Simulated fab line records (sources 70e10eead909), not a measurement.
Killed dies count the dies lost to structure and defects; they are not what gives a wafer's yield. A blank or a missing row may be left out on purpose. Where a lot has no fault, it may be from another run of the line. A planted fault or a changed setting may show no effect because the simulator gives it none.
Chamber matching | flow nand-harc | cmp-01 running NHARC_P_M1_CMP_23: 4 sister chambers
The step polishes, t overpolish 20 s, target thk 157.82 nm. 4 wafers are shown with their chamber, then 11 later ones without.

## WAFERS WITH THEIR CHAMBER
wafer  | chamber | motor-current-A (A)
L082.1 | 1       | 13.2
L087.3 | 3       | 11.1
L087.5 | 0       | 11.8
L092.2 | 2       | 12.1

## WAFERS WITHOUT THEIR CHAMBER
wafer  | motor-current-A (A)
L092.5 | 11.8
L092.6 | 12.3
L094.2 | 12.5
L094.3 | 11.9
L094.4 | 14.4
L096.1 | 11.8
L096.2 | 11.9
L096.3 | 14.2
L097.3 | 13.5
L097.5 | 11.8
L097.6 | 11.2

## THE CHAMBER EACH PASSED THROUGH
wafer  | from the rows above               | in truth
L092.5 | can't be placed: 0 or 2 or 3      | 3
L092.6 | can't be placed: 2 or 0 or 1 or 3 | 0
L094.2 | can't be placed: 2 or 0 or 1 or 3 | 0
L094.3 | can't be placed: 0 or 2 or 3      | 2
L094.4 | 1                                 | 1
L096.1 | can't be placed: 0 or 2 or 3      | 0
L096.2 | can't be placed: 0 or 2 or 3      | 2
L096.3 | 1                                 | 1
L097.3 | 1                                 | 1
L097.5 | can't be placed: 0 or 2 or 3      | 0
L097.6 | can't be placed: 3 or 0 or 2      | 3
Correctly placed: 3 of 11. Unplaceable from these rows: 8, with the true chamber sitting among the candidates in 8. Number placed wrongly: 0.
How it was worked out, from the rows above alone: a wafer's distance from a chamber is the root of the sum, over the readings, of the square of ((its reading less the chamber's mean) divided by the reading's scatter). If the next closest chamber is less than 2 further off than the closest, the wafer can't be placed; otherwise it belongs to the closest. For every chamber, the mean is computed from those of its wafers that are shown. The scatter: with one shown wafer a chamber, the root of the mean of the squares of how far each hidden wafer lies from its nearest shown one.
